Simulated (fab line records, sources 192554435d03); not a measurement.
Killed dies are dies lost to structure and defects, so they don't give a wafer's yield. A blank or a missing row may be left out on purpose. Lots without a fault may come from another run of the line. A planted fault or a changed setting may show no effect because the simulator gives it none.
fab line records | flow n5_finfet | part 1 of 2: steps 1 to 19 of 27
record lots=5 wafers=15 last_day=18
route steps=1938 shown BEOL_M1@773
lots that met no fault: from a run of the same line without faults
start_h: hours from the record's first day to the start of the lot's first wafer shown | wait_h: hours since the lot's step before | " the same as in the row above | L1.1+2: a row that stands for several wafers | - no value, or no start given | * or withheld: withheld | < > ~ a bound
route shown NAME@n: a module of which the file shows steps, and the number in the route of the first | usual: mean/standard deviation of fault-free wafers | same: alike in all rows | chamber/n: place in a boat | sites: the reading at each site | _std_site: their standard deviation | _edge_site: outer sites' mean less inner sites' | radius_mm: how far each site lies from the wafer's centre | mask NAME#n: copy n | behind: the tool/chamber that last shaped the wafer | hold: why the lot was held/for how many hours/how that ended | device: the transistor (n, p or np) that didn't switch | end of line: the same wafers' tests at the end of the route | a step without rows: its recipe alone | killed: dies lost to structure and defects at the first sort, not the wafer's yield | map: a wafer's dies, x killed, . not, _ none there
set.NAME: the setting as run; set.NAME@STEP: as run at that earlier step | model.NAME: the simulator's own value behind a step, which no gauge read
lots at some steps of the route; a table a step, a row a wafer
services: from which hour (start_h, from the record's first day; less than 0 if before it) a tool's chamber was out of use, for how many hours, and why
## steps
# step N5_BEOL_M1_STRIP_66
# recipe chemistry=CF4 resist=SiARC power_w=300 bias_power_w=75 pressure_mtorr=50 cf4_flow_sccm=150 rf_frequency_hz=6e+07
# usual cf4_flow_sccm=150.0/0.45 drypump_motor_current_A=5.9/0.57 oes_product_au=0.79/0.088 rf_vpp_V=271.1/1.5 showerhead_plenum_p_Torr=1.80/0.055 throttle_valve_pct=13.59/0.21
# columns lot.wafer tool chamber start_h wait_h cf4_flow_sccm drypump_motor_current_A oes_product_au rf_hours_counter_h rf_vpp_V showerhead_plenum_p_Torr throttle_valve_pct
L076.2 rie_diel-05 2 135.91 0.0 150.5 6.5 0.92 20 270.8 1.78 13.48
L076.3 " 1 " " 150.2 5.6 0.77 124 270.2 1.74 13.47
L076.5 " 2 " " 149.6 6.4 0.91 - 270.0 1.78 13.47
L083.2 rie_diel-02 3 181.25 0.0 149.6 6.5 0.76 153 271.5 1.78 13.67
L083.3 " 0 " " 149.2 5.0 0.68 255 269.4 1.70 13.83
L083.4 " 2 " " 150.1 6.7 0.82 - 271.9 1.82 13.82
L084.1 rie_diel-02 2 190.22 0.0 149.8 6.7 0.82 74 271.2 1.82 13.83
L084.2 " 3 " " 149.8 6.5 0.76 156 270.1 1.78 13.67
L084.6 " 0 " " 149.4 5.0 0.67 - 268.6 1.70 13.82
L091.2 rie_diel-05 1 226.18 0.0 149.2 5.6 0.75 151 269.7 1.73 13.52
L091.5 " 2 " " 149.6 6.5 0.87 - 271.7 1.77 13.53
L091.6 " 3 " " 149.7 6.3 0.78 - 269.5 1.73 13.50
L097.3 rie_diel-04 3 262.59 0.0 149.2 5.5 0.88 - 273.5 1.90 13.16
L097.4 " 0 " " 149.8 5.4 0.91 - 272.6 1.83 13.57
L097.5 " 0 " " 150.1 5.4 0.91 - 272.3 1.83 13.58
# step N5_BEOL_M1_HM_OPEN_17
# recipe chemistry=Cl2/BCl3 target_depth_a=200 overetch_a=60 target=TiN mask_material=SOC ion_energy_ev=150 pressure_mtorr=10 icp_w=1000 bias_w=126 Cl2_flow_sccm=53.25 bcl3_flow_sccm=21.75 Ar_flow_sccm=25
# usual drypump_motor_current_A=5.6/0.4 oes_product_au=0.59/0.092 throttle_valve_pct=22.31/0.19
# columns lot.wafer tool chamber start_h wait_h drypump_motor_current_A oes_product_au rf_hours_counter_h throttle_valve_pct
L076.2 rie_metal-02 0 135.95 0.0 5.1 0.68 30 22.03
L076.3 " 0 " " 5.1 0.68 - 22.03
L076.5 " 0 " " 5.1 0.67 - 22.04
L083.2 rie_metal-03 1 181.29 0.0 5.1 0.81 1 22.01
L083.3 " 1 " " 5.1 0.81 - 21.99
L083.4 " 0 " " 5.7 0.52 - 22.46
L084.1 rie_metal-03 0 190.26 0.0 5.7 0.52 121 22.45
L084.2 " 1 " " 5.1 0.81 2 22.00
L084.6 " 0 " " 5.7 0.52 - 22.45
L091.2 rie_metal-01 0 226.26 0.1 5.6 0.50 - 22.36
L091.5 " 0 " " 5.6 0.51 - 22.36
L091.6 " 0 " " 5.6 0.50 - 22.34
L097.3 rie_metal-01 1 262.69 0.1 6.1 0.57 - 22.53
L097.4 " 1 " " 6.1 0.56 - 22.55
L097.5 " 1 " " 6.1 0.56 - 22.55
# step N5_BEOL_M1_STRIP_19
# recipe chemistry=O2 power_w=400 temp_c=40 pressure_mtorr=30 rf_frequency_hz=6e+07 bias_power_w=0 overash_fraction=0.2 o2_flow_sccm=225
# usual drypump_motor_current_A=5.9/0.52 oes_product_au=0.80/0.1 rf_vpp_V=3.7/0.44 showerhead_plenum_p_Torr=2.11/0.075 throttle_valve_pct=16.62/0.18
# columns lot.wafer tool chamber start_h wait_h drypump_motor_current_A oes_product_au rf_hours_counter_h rf_vpp_V showerhead_plenum_p_Torr throttle_valve_pct
L076.2 rie_diel-02 2 136.07 0.1 6.7 0.86 54 3.5 2.12 16.84
L076.3 " 3 " " 6.5 0.78 137 3.2 2.09 16.73
L076.5 " 3 " " 6.5 0.79 - 3.3 2.09 16.71
L083.2 rie_diel-05 2 181.40 0.1 6.4 0.91 33 3.8 2.06 16.64
L083.3 " 0 " " 5.4 0.71 209 3.7 2.16 16.61
L083.4 " 1 " " 5.6 0.77 138 3.3 2.02 16.59
L084.1 rie_diel-04 1 190.37 0.1 5.4 0.68 246 4.4 2.14 16.55
L084.2 " 3 " " 5.5 0.94 13 3.7 2.26 16.32
L084.6 " 3 " " 5.5 0.95 - 3.2 2.26 16.31
L091.2 rie_diel-02 1 226.48 0.2 6.2 0.93 13 3.6 2.05 16.46
L091.5 " 3 " " 6.5 0.76 - 3.7 2.08 16.78
L091.6 " 2 " " 6.7 0.82 - 4.3 2.11 16.89
L097.3 rie_diel-04 0 263.00 0.3 5.4 0.93 - 4.2 2.13 16.70
L097.4 " 3 " " 5.5 0.89 - 3.3 2.25 16.38
L097.5 " 0 " " 5.4 0.93 - 3.9 2.13 16.70
# step N5_BEOL_M1_CD_MEAS_18
# recipe pitch_nm=36 target_cd_nm=18
# usual cd_nm=18.0/0.32
# columns lot.wafer tool chamber start_h wait_h cd_nm
L076.2 cd_sem-02 - 136.14 0.1 18.2
L076.3 " - " " 18.5
L076.5 " - " " 17.8
L083.2 cd_sem-03 - 181.47 0.1 18.1
L083.3 " - " " 18.5
L083.4 " - " " 18.3
L084.1 cd_sem-01 - 190.44 0.0 18.3
L084.2 " - " " 18.2
L084.6 " - " " 18.5
L091.2 cd_sem-02 - 226.55 0.1 18.3
L091.5 " - " " 18.1
L091.6 " - " " 18.1
L097.3 cd_sem-02 - 263.08 0.1 18.1
L097.4 " - " " 17.9
L097.5 " - " " 17.9
# step N5_BEOL_M1_COAT_67
# recipe resist=SOC temp_c=250 time_s=60 spin_rpm=1500 resist_thk_nm=60
# usual plate_temp_C=250.02/0.19
# columns lot.wafer tool chamber start_h wait_h plate_temp_C
L076.2 litho_track-01 0 136.18 0.0 249.84
L076.3 " 0 " " 250.24
L076.5 " 0 " " 249.87
L083.2 litho_track-05 0 181.51 0.0 249.98
L083.3 " 0 " " 250.10
L083.4 " 0 " " 250.07
L084.1 litho_track-05 0 190.47 0.0 250.16
L084.2 " 0 " " 250.05
L084.6 " 0 " " 250.17
L091.2 litho_track-03 0 226.59 0.0 249.87
L091.5 " 0 " " 249.84
L091.6 " 0 " " 249.97
L097.3 litho_track-01 0 263.11 0.0 249.93
L097.4 " 0 " " 250.23
L097.5 " 0 " " 249.93
# step N5_BEOL_M1_COAT_68
# recipe resist=SiARC temp_c=220 time_s=60 spin_rpm=1500 resist_thk_nm=12
# usual plate_temp_C=220.00/0.16
# columns lot.wafer tool chamber start_h wait_h plate_temp_C
L076.2 litho_track-01 0 - - 220.44
L076.3 " 0 " " 220.36
L076.5 " 0 " " 220.17
L083.2 litho_track-05 0 - - 219.94
L083.3 " 0 " " 219.92
L083.4 " 0 " " 220.11
L084.1 litho_track-05 0 - - 219.87
L084.2 " 0 " " 220.09
L084.6 " 0 " " 220.00
L091.2 litho_track-03 0 - - 219.92
L091.5 " 0 " " 219.99
L091.6 " 0 " " 220.25
L097.3 litho_track-01 0 - - 219.83
L097.4 " 0 " " 219.93
L097.5 " 0 " " 219.97
# step N5_BEOL_M1_COAT_76
# recipe resist=underlayer temp_c=205 time_s=60 spin_rpm=1500 resist_thk_nm=5
# usual plate_temp_C=205.02/0.16
# columns lot.wafer tool chamber start_h wait_h plate_temp_C
L076.2 litho_track-01 0 - - 205.12
L076.3 " 0 " " 204.86
L076.5 " 0 " " 205.23
L083.2 litho_track-05 0 - - 205.00
L083.3 " 0 " " 204.98
L083.4 " 0 " " 204.97
L084.1 litho_track-05 0 - - 204.98
L084.2 " 0 " " 204.92
L084.6 " 0 " " 204.93
L091.2 litho_track-03 0 - - 205.03
L091.5 " 0 " " 204.88
L091.6 " 0 " " 205.27
L097.3 litho_track-01 0 - - 204.98
L097.4 " 0 " " 205.33
L097.5 " 0 " " 205.03
# step N5_BEOL_M1_COAT_22
# recipe resist=CAR-EUV spin_rpm=1500 resist_thk_nm=30
# columns lot.wafer tool chamber start_h wait_h
L076.2+3+5 litho_track-01 0 - -
L083.2+3+4 litho_track-05 0 - -
L084.1+2+6 litho_track-05 0 - -
L091.2+5+6 litho_track-03 0 - -
L097.3+4+5 litho_track-01 0 - -
# step N5_BEOL_M1_EBR_24
# recipe solvent=PGMEA ebr_width_mm=1.5
# columns lot.wafer tool chamber start_h wait_h
L076.2+3+5 litho_track-01 0 - -
L083.2+3+4 litho_track-05 0 - -
L084.1+2+6 litho_track-05 0 - -
L091.2+5+6 litho_track-03 0 - -
L097.3+4+5 litho_track-01 0 - -
# step N5_BEOL_M1_SOFTBAKE_23
# recipe temp_c=110 time_s=60 resist=CAR-EUV
# usual plate_temp_C=109.98/0.13
# columns lot.wafer tool chamber start_h wait_h plate_temp_C
L076.2 litho_track-01 0 - - 110.08
L076.3 " 0 " " 109.89
L076.5 " 0 " " 109.91
L083.2 litho_track-05 0 - - 109.67
L083.3 " 0 " " 109.98
L083.4 " 0 " " 109.85
L084.1 litho_track-05 0 - - 109.80
L084.2 " 0 " " 109.87
L084.6 " 0 " " 109.80
L091.2 litho_track-03 0 - - 110.04
L091.5 " 0 " " 110.15
L091.6 " 0 " " 109.98
L097.3 litho_track-01 0 - - 110.19
L097.4 " 0 " " 110.11
L097.5 " 0 " " 110.14
# step N5_BEOL_M1_EXPOSE_25
# recipe mask_id=V0 na=0.33 source_shape=quasar sigma_inner=0.2 sigma_outer=0.8 polarization=unpolarized defocus_nm=5 target_cd_nm=24 dose_mj=63
# usual exposure_dose_mJ_cm2=63.00/0.071
# same na=0.33
# columns lot.wafer tool chamber start_h wait_h mask exposure_dose_mJ_cm2
L076.2 euv_scanner-01 0 136.32 - V0#0 62.92
L076.3 " 0 " " V0#0 62.97
L076.5 " 0 " " V0#0 63.05
L083.2 euv_scanner-01 0 181.66 - V0#0 62.89
L083.3 " 0 " " V0#0 62.86
L083.4 " 0 " " V0#0 62.97
L084.1 euv_scanner-01 0 190.61 - V0#0 62.95
L084.2 " 0 " " V0#0 62.88
L084.6 " 0 " " V0#0 62.84
L091.2 euv_scanner-02 0 226.74 - V0#0 62.91
L091.5 " 0 " " V0#0 62.98
L091.6 " 0 " " V0#0 63.01
L097.3 euv_scanner-01 0 263.28 - V0#0 62.99
L097.4 " 0 " " V0#0 63.08
L097.5 " 0 " " V0#0 63.05
# step N5_BEOL_M1_PEB_26
# recipe peb_temp_c=100 peb_time_s=60 resist=CAR-EUV
# usual plate_temp_C=100.01/0.13
# columns lot.wafer tool chamber start_h wait_h plate_temp_C
L076.2 litho_track-01 0 136.39 0.1 99.90
L076.3 " 0 " " 100.18
L076.5 " 0 " " 100.04
L083.2 litho_track-01 0 181.73 0.1 100.02
L083.3 " 0 " " 99.82
L083.4 " 0 " " 99.99
L084.1 litho_track-03 0 190.69 0.1 99.97
L084.2 " 0 " " 99.90
L084.6 " 0 " " 100.27
L091.2 litho_track-03 0 226.81 0.1 100.14
L091.5 " 0 " " 100.05
L091.6 " 0 " " 100.17
L097.3 litho_track-05 0 263.35 0.1 100.02
L097.4 " 0 " " 99.90
L097.5 " 0 " " 100.02
# step N5_BEOL_M1_DEVELOP_27
# recipe develop_time_s=30 developer=TMAH resist=CAR-EUV rinse_liquid=surfactant_rinse dry=air_spin dev_temp_c=23
# usual developer_temp_C=23.02/0.1
# columns lot.wafer tool chamber start_h wait_h developer_temp_C
L076.2 litho_track-01 0 - - 22.99
L076.3 " 0 " " 23.09
L076.5 " 0 " " 23.10
L083.2 litho_track-01 0 - - 22.98
L083.3 " 0 " " 22.94
L083.4 " 0 " " 23.06
L084.1 litho_track-03 0 - - 22.87
L084.2 " 0 " " 22.95
L084.6 " 0 " " 22.88
L091.2 litho_track-03 0 - - 23.01
L091.5 " 0 " " 23.18
L091.6 " 0 " " 23.21
L097.3 litho_track-05 0 - - 22.96
L097.4 " 0 " " 22.86
L097.5 " 0 " " 22.81
# step N5_BEOL_M1_CD_MEAS_28
# recipe landing_energy_ev=500 detector=se_inlens target_cd_y_nm=23.3
# usual cd_nm=24.13/0.25
# columns lot.wafer tool chamber start_h wait_h cd_nm
L076.2 cd_sem-03 0 136.46 - 24.14
L076.3 " 0 " " 23.85
L076.5 " 0 " " 23.84
L083.2 cd_sem-01 0 181.79 - 24.02
L083.3 " 0 " " 24.15
L083.4 " 0 " " 24.32
L084.1 cd_sem-01 0 190.76 - 24.03
L084.2 " 0 " " 23.76
L084.6 " 0 " " 24.00
L091.2 cd_sem-02 0 226.87 - 24.22
L091.5 " 0 " " 23.75
L091.6 " 0 " " 24.03
L097.3 cd_sem-02 0 263.41 - 24.20
L097.4 " 0 " " 24.66
L097.5 " 0 " " 24.37
# step N5_BEOL_M1_OVL_MEAS_29
# recipe points_per_wafer=522
# usual V0_OVL=0.1/0.67
# columns lot.wafer tool chamber start_h wait_h V0_OVL[nm]
L076.2 overlay-02 0 136.49 0.0 -0.1
L076.3 " 0 " " 0.1
L076.5 " 0 " " 0.1
L083.2 overlay-02 0 181.83 0.0 1.3
L083.3 " 0 " " 0.2
L083.4 " 0 " " 0.5
L084.1 overlay-02 0 190.79 0.0 2.4
L084.2 " 0 " " 1.3
L084.6 " 0 " " 1.3
L091.2 overlay-02 0 226.91 0.0 -0.4
L091.5 " 0 " " 0.0
L091.6 " 0 " " -0.7
L097.3 overlay-01 0 263.45 0.0 0.4
L097.4 " 0 " " -0.1
L097.5 " 0 " " -0.1
# step N5_BEOL_M1_INSPECT_30
# recipe mode=adi inspect_instrument=brightfield
# usual raw_defect_count=387/83
# columns lot.wafer tool chamber start_h wait_h raw_defect_count
L076.2 defect_inspect-02 - 136.55 0.0 335
L076.3 " - " " 372
L076.5 " - " " 335
L083.2 defect_inspect-02 - 181.88 0.0 488
L083.3 " - " " 435
L083.4 " - " " 453
L084.1 defect_inspect-02 - 190.84 0.1 464
L084.2 " - " " 288
L084.6 " - " " 514
L091.2 defect_inspect-02 - 226.96 0.0 314
L091.5 " - " " 302
L091.6 " - " " 301
L097.3 defect_inspect-02 - 263.50 0.0 515
L097.4 " - " " 477
L097.5 " - " " 508
# step N5_BEOL_M1_DESCUM_33
# recipe chemistry=O2 time_s=7 source_power_w=50 bias_power_w=20 pressure_mtorr=20 rf_frequency_hz=2.712e+07 temp_c=40 resist=CAR-EUV o2_flow_sccm=225
# usual drypump_motor_current_A=5.9/0.53 oes_product_au=0.80/0.11 rf_vpp_V=243.4/1.3 showerhead_plenum_p_Torr=2.11/0.073 throttle_valve_pct=20.38/0.18
# columns lot.wafer tool chamber start_h wait_h drypump_motor_current_A oes_product_au rf_hours_counter_h rf_vpp_V showerhead_plenum_p_Torr throttle_valve_pct
L076.2 rie_diel-05 0 136.73 0.2 5.4 0.71 199 245.0 2.16 20.30
L076.3 " 1 " " 5.6 0.79 125 241.9 2.02 20.30
L076.5 " 0 " " 5.4 0.72 - 243.7 2.16 20.30
L083.2 rie_diel-05 1 181.92 0.0 5.6 0.78 138 241.3 2.02 20.32
L083.3 " 2 " " 6.5 0.92 34 243.1 2.06 20.42
L083.4 " 0 " " 5.4 0.71 209 243.6 2.15 20.34
L084.1 rie_diel-05 3 190.88 0.0 6.4 0.79 100 242.5 2.02 20.32
L084.2 " 1 " " 5.6 0.78 140 242.7 2.02 20.34
L084.6 " 3 " " 6.4 0.80 - 242.1 2.02 20.32
L091.2 rie_diel-02 2 226.99 0.0 6.7 0.83 88 244.0 2.10 20.67
L091.5 " 3 " " 6.5 0.77 - 242.7 2.08 20.47
L091.6 " 2 " " 6.7 0.82 - 244.4 2.10 20.70
L097.3 rie_diel-05 3 263.53 0.0 6.3 0.76 124 242.8 2.01 20.36
L097.4 " 2 " " 6.4 0.87 59 242.2 2.05 20.47
L097.5 " 2 " " 6.5 0.87 - 243.2 2.05 20.47
# step N5_BEOL_M1_ETCH_77
# recipe chemistry=N2/H2 target=underlayer target_depth_a=65 mask_material=CAR-EUV time_s=5.2 ion_energy_ev=200 pressure_mtorr=30 source_w=840 bias_w=150 n2_flow_sccm=200 h2_flow_sccm=200 ends=cleared
# usual drypump_motor_current_A=5.9/0.53 etch_rf_on_time_s=5.22/0.15 oes_product_au=0.68/0.088 rf_vpp_V=524.5/2.6 showerhead_plenum_p_Torr=2.56/0.085 throttle_valve_pct=17.84/0.25
# columns lot.wafer tool chamber start_h wait_h drypump_motor_current_A etch_rf_on_time_s oes_product_au rf_hours_counter_h rf_vpp_V showerhead_plenum_p_Torr throttle_valve_pct
L076.2 rie_diel-05 0 136.76 0.0 5.5 5.16 0.60 199 525.7 2.63 17.96
L076.3 " 1 " " 5.6 5.22 0.66 125 520.7 2.45 17.73
L076.5 " 0 " " 5.5 5.18 0.61 - 528.4 2.63 17.95
L083.2 rie_diel-05 1 181.95 0.0 5.6 5.17 0.66 138 522.8 2.44 17.72
L083.3 " 2 " " 6.5 5.21 0.77 34 521.3 2.49 17.70
L083.4 " 0 " " 5.5 5.07 0.60 209 525.1 2.63 17.99
L084.1 rie_diel-05 3 190.91 0.0 6.4 5.35 0.67 100 521.4 2.45 17.84
L084.2 " 1 " " 5.6 5.17 0.66 140 522.2 2.44 17.76
L084.6 " 3 " " 6.3 5.39 0.68 - 522.3 2.45 17.82
L091.2 rie_diel-02 2 227.03 0.0 6.7 5.34 0.69 88 523.8 2.57 18.11
L091.5 " 3 " " 6.4 5.30 0.64 - 524.4 2.54 17.96
L091.6 " 2 " " 6.7 5.35 0.69 - 522.9 2.57 18.14
L097.3 rie_diel-05 3 263.57 0.0 6.3 5.26 0.66 124 520.0 2.45 17.91
L097.4 " 2 " " 6.5 5.21 0.74 59 523.8 2.48 17.73
L097.5 " 2 " " 6.5 5.23 0.73 - 523.5 2.48 17.73
# step N5_BEOL_M1_ETCH_69
# recipe chemistry=CF4 target=SiARC target_depth_a=156 mask_material=CAR-EUV time_s=26 ion_energy_ev=80 pressure_mtorr=40 source_w=545 bias_w=36 Ar_flow_sccm=100 cf4_flow_sccm=100 ends=cleared
# usual cf4_flow_sccm=100.00/0.29 drypump_motor_current_A=5.9/0.53 etch_rf_on_time_s=26.1/0.69 oes_product_au=0.68/0.088 rf_vpp_V=184.4/1.1 showerhead_plenum_p_Torr=2.16/0.069 throttle_valve_pct=15.59/0.22
# columns lot.wafer tool chamber start_h wait_h cf4_flow_sccm drypump_motor_current_A etch_rf_on_time_s oes_product_au rf_hours_counter_h rf_vpp_V showerhead_plenum_p_Torr throttle_valve_pct
L076.2 rie_diel-05 0 136.78 0.0 100.03 5.4 25.8 0.62 199 184.0 2.21 15.55
L076.3 " 1 " " 100.42 5.6 25.9 0.67 125 182.6 2.07 15.49
L076.5 " 0 " " 99.68 5.4 25.8 0.61 - 183.0 2.21 15.55
L083.2 rie_diel-05 1 181.97 0.0 100.08 5.6 25.6 0.65 138 182.7 2.07 15.51
L083.3 " 2 " " 100.18 6.5 26.1 0.77 34 183.3 2.11 15.56
L083.4 " 0 " " 99.67 5.5 25.9 0.61 209 184.8 2.20 15.56
L084.1 rie_diel-05 3 190.93 0.0 99.91 6.3 26.5 0.68 100 184.5 2.07 15.49
L084.2 " 1 " " 100.26 5.6 25.4 0.66 140 184.4 2.07 15.53
L084.6 " 3 " " 99.82 6.3 26.6 0.69 - 183.1 2.06 15.49
L091.2 rie_diel-02 2 227.05 0.0 100.06 6.7 26.6 0.69 88 185.8 2.17 15.91
L091.5 " 3 " " 99.67 6.5 26.2 0.64 - 183.7 2.13 15.74
L091.6 " 2 " " 99.51 6.7 26.6 0.68 - 184.4 2.17 15.91
L097.3 rie_diel-05 3 263.58 0.0 100.21 6.3 26.6 0.67 124 183.4 2.06 15.52
L097.4 " 2 " " 100.33 6.5 26.1 0.73 59 183.7 2.10 15.63
L097.5 " 2 " " 99.88 6.4 26.4 0.74 - 182.7 2.10 15.62
